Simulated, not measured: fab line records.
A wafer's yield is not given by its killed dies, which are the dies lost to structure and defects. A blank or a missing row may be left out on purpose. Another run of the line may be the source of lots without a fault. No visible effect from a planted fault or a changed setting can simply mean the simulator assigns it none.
Which tool is to blame? | flow nand harc | 12 lots, 36 wafers sampled, at 5 steps of a route of 1302

## WHAT EACH GAUGE READ, for each wafer
NHARC_END_SORT_01. Usual: defect limited yield 92.7 %, standard deviation 2.6; killed at array 45, standard deviation 18; killed at other 0.9, standard deviation 1.3; killed at periphery 3.7, standard deviation 2.2; killed dies 50, standard deviation 18; killed open 3.2, standard deviation 1.9; killed short 2.4, standard deviation 1.6; sort_bin_2_pct 2.5 %, standard deviation 1.1; sort_bin_3_pct 0.6 %, standard deviation 0.36; sort_bin_4_pct 4.3 %, standard deviation 1.5; sort n pass 627, standard deviation 18; sort rim yield pct 92 %, standard deviation 4.3; sort yield pct 92.7 %, standard deviation 2.6.
lot  | measured     | on        | defect limited yield (%) | killed at array | killed at other | killed at periphery | killed dies | killed open | killed short | sort_bin_2_pct (%) | sort_bin_3_pct (%) | sort_bin_4_pct (%) | sort n pass | sort rim yield pct (%) | sort yield pct (%) | flag
L655 | day 29 21:33 | prober-02 | 92.8 91.1 90.5           | 47 57 50        | 0 1 5           | 2 2 9               | 49 60 64    | 3 2 4       | 1 3 2        | 1.6 3.1 3.8        | 0.7 0.3 0.9        | 4.9 5.5 4.7        | 628 617 613 | 82 91 88               | 92.8 91.1 90.5     |
L664 | day 30 05:20 | prober-01 | 77.8 89.8 92.0           | 145 67 52       | 2 1 0           | 3 1 2               | 150 69 54   | 3 4 5       | 1 3 3        | 8.0 3.7 2.2        | 6.5 1.0 0.9        | 7.7 5.5 4.9        | 527 608 623 | 92 99 86               | 77.8 89.8 92.0     | OFF

## TOOL THAT RAN EACH LOT (tool first, then ch and the chambers of the sampled wafers, then the start)
lot  | NHARC_A_BONDPAD_ETCH_12            | NHARC_THIN_TSV_CMP_01         | NHARC_THIN_TSV_DEP_43           | NHARC_THIN_TSV_DEGAS_53
L650 | rie diel-10 ch 0,2, day 23 03:25   | cmp-01 ch 0,1, day 23 17:38   | pecvd-03 ch 0,1,2, day 23 18:08 | pvd sputter-02, day 23 23:49
L652 | rie diel-02 ch 0,3, day 23 20:34   | cmp-02 ch 0,1,2, day 24 09:59 | pecvd-04 ch 0,2, day 24 10:26   | pvd sputter-01, day 24 16:07
L651 | rie diel-02 ch 0,2,3, day 23 21:10 | cmp-04 ch 0,3, day 24 11:10   | pecvd-04 ch 1,2, day 24 11:42   | pvd sputter-03, day 24 17:17
L654 | rie diel-10 ch 0,2,3, day 24 13:38 | cmp-02 ch 0,2,3, day 25 03:36 | pecvd-02 ch 0,1, day 25 04:05   | pvd sputter-03, day 25 09:36
L653 | rie diel-02 ch 0,2,3, day 25 04:52 | cmp-02 ch 0,2,3, day 25 18:12 | pecvd-03 ch 0,1,2, day 25 18:38 | pvd sputter-01, day 26 00:11
L656 | rie diel-02 ch 0,2,3, day 25 20:41 | cmp-02 ch 0,2,3, day 26 12:50 | pecvd-03 ch 0,2, day 26 13:22   | pvd sputter-03, day 26 19:02
L657 | rie diel-09 ch 0,1,2, day 26 07:14 | cmp-02 ch 2,3, day 26 20:33   | pecvd-03 ch 1,2, day 26 21:01   | pvd sputter-02, day 27 02:48
L655 | rie diel-10 ch 1,2,3, day 28 12:14 | cmp-02 ch 0,2,3, day 29 03:49 | pecvd-03 ch 1,2, day 29 04:18   | pvd sputter-03, day 29 09:53
L664 | rie diel-10 ch 0,1,2, day 28 14:27 | cmp-02 ch 1,2,3, day 29 06:05 | pecvd-04 ch 0,2, day 29 06:34   | pvd sputter-01, day 29 12:08
L670 | rie diel-02 ch 1,2,3, day 31 20:59 | cmp-02 ch 0,1,3, day 32 10:28 | pecvd-04 ch 1,2, day 32 10:57   | pvd sputter-03, day 32 16:27
L672 | rie diel-02 ch 1,2,3, day 31 23:25 | cmp-04 ch 0,1,3, day 32 11:39 | pecvd-04 ch 0,1,2, day 32 12:08 | pvd sputter-03, day 32 17:35
L671 | rie diel-02 ch 1,2,3, day 32 00:04 | cmp-02 ch 0,1, day 32 12:52   | pecvd-03 ch 1,2, day 32 13:31   | pvd sputter-02, day 32 19:08
- NHARC_A_BONDPAD_ETCH_12: etches the open film in CHF3/O2, target depth 220 nm, time 110 s.
- NHARC_THIN_TSV_CMP_01: polishes.
- NHARC_THIN_TSV_DEP_43: deposits SiO2, target thk 1328.5 nm.
- NHARC_THIN_TSV_DEGAS_53: time 60 s.

## WHAT THE TOOLS THEMSELVES READ (means of the sampled wafers that have a number; where no wafer has one, the mark that the record gives instead)
NHARC_A_BONDPAD_ETCH_12. Usual: drypump motor current A 6.2 A, standard deviation 0.39; oes product au 0.944 a.u., standard deviation 0.026; rf vpp V 370.8 V, standard deviation 2.5; showerhead plenum p Torr 2.41 Torr, standard deviation 0.11; throttle valve pct 20.572 %, standard deviation 0.0086.
lot  | tool        | drypump motor current A (A) | oes product au (a.u.) | rf vpp V (V) | showerhead plenum p Torr (Torr) | throttle valve pct (%) | flag
L650 | rie diel-10 | 5.7                         | 0.965                 | 368.1        | 2.33                            | 20.568                 |
L652 | rie diel-02 | 6.4                         | 0.917                 | 368.5        | 2.34                            | 20.578                 |
L651 | rie diel-02 | 6.4                         | 0.919                 | 370.0        | 2.39                            | 20.571                 |
L654 | rie diel-10 | 5.9                         | 0.941                 | 371.1        | 2.43                            | 20.564                 |
L653 | rie diel-02 | 6.4                         | 0.957                 | 369.6        | 2.38                            | 20.565                 |
L656 | rie diel-02 | 6.4                         | 0.995                 | 369.3        | 2.38                            | 20.574                 |
L657 | rie diel-09 | 5.6                         | 0.922                 | 372.6        | 2.49                            | 20.569                 |
L655 | rie diel-10 | 6.1                         | 0.955                 | 372.0        | 2.49                            | 20.567                 |
L664 | rie diel-10 | 6.0                         | 0.960                 | 370.9        | 2.38                            | 20.573                 |
L670 | rie diel-02 | 6.5                         | 0.924                 | 368.9        | 2.33                            | 20.561                 |
L672 | rie diel-02 | 6.5                         | 0.917                 | 370.2        | 2.33                            | 20.569                 |
L671 | rie diel-02 | 6.6                         | 0.918                 | 368.9        | 2.33                            | 20.571                 |

NHARC_THIN_TSV_CMP_01. Usual: motor current A 12.5 A, standard deviation 0.81.
lot  | tool   | motor current A (A) | flag
L650 | cmp-01 | 13.4                |
L652 | cmp-02 | 12.3                |
L651 | cmp-04 | 13.6                |
L654 | cmp-02 | 12.4                |
L653 | cmp-02 | 12.5                |
L656 | cmp-02 | 12.6                |
L657 | cmp-02 | 13.4                |
L655 | cmp-02 | 12.7                |
L664 | cmp-02 | 12.4                |
L670 | cmp-02 | 12.7                |
L672 | cmp-04 | 12.4                |
L671 | cmp-02 | 12.2                |

NHARC_THIN_TSV_DEP_43. Usual: showerhead vpp V 1767 V, standard deviation 110; throttle valve pct 15.9 %, standard deviation 0.45.
lot  | tool     | showerhead vpp V (V) | throttle valve pct (%) | flag
L650 | pecvd-03 | 1856                 | 15.9                   |
L652 | pecvd-04 | 1642                 | 16.3                   |
L651 | pecvd-04 | 1694                 | 16.6                   |
L654 | pecvd-02 | 1816                 | 16.0                   |
L653 | pecvd-03 | 1861                 | 15.5                   |
L656 | pecvd-03 | 1864                 | 15.8                   |
L657 | pecvd-03 | 1808                 | 15.7                   |
L655 | pecvd-03 | 1809                 | 15.9                   |
L664 | pecvd-04 | 1629                 | 15.5                   |
L670 | pecvd-04 | 1710                 | 16.2                   |
L672 | pecvd-04 | 1689                 | 16.1                   |
L671 | pecvd-03 | 1802                 | 15.9                   |

NHARC_THIN_TSV_DEGAS_53. Usual: heater power w 471 W, standard deviation 65.
lot  | tool           | heater power w (W) | flag
L650 | pvd sputter-02 | 521                |
L652 | pvd sputter-01 | 461                |
L651 | pvd sputter-03 | 433                |
L654 | pvd sputter-03 | 450                |
L653 | pvd sputter-01 | 464                |
L656 | pvd sputter-03 | 455                |
L657 | pvd sputter-02 | 516                |
L655 | pvd sputter-03 | 437                |
L664 | pvd sputter-01 | 490                |
L670 | pvd sputter-03 | 444                |
L672 | pvd sputter-03 | 458                |
L671 | pvd sputter-02 | 501                |

## THE ANSWER, worked out from the rows above alone
Rule: lot off if the mean of its wafers having a number is beyond 3 standard deviations from the usual mean. Also off: a lot with no number at a reading for which 4 or more lots have one. Any other lot the step has rows for is counted as sound. Order of review: gauges by route order, followed by the tools' own readings, for which a lot's mean as printed above is used. The first step at which some lot is off is used, and at that step the reading that is off furthest; a lot without a number counts as furthest.
Off, at NHARC_END_SORT_01 on sort_bin_3_pct: L664. Neither off nor sound, because the step has no rows for them: L650, L652, L651, L654, L653, L656, L657, L670, L672, L671.
If a tool, at a process step before that reading, ran all the lots that are off and no sound lot after the first of them, it fits. Gauges at NHARC_END_SORT_01: tried the same way as those tools. Can't be told from this: 5 tools fit, rie diel-10 at NHARC_A_BONDPAD_ETCH_12, cmp-02 at NHARC_THIN_TSV_CMP_01, pecvd-04 at NHARC_THIN_TSV_DEP_43, pvd sputter-01 at NHARC_THIN_TSV_DEGAS_53, prober-01 at NHARC_END_SORT_01.

## WHAT THE SIMULATOR PUT IN
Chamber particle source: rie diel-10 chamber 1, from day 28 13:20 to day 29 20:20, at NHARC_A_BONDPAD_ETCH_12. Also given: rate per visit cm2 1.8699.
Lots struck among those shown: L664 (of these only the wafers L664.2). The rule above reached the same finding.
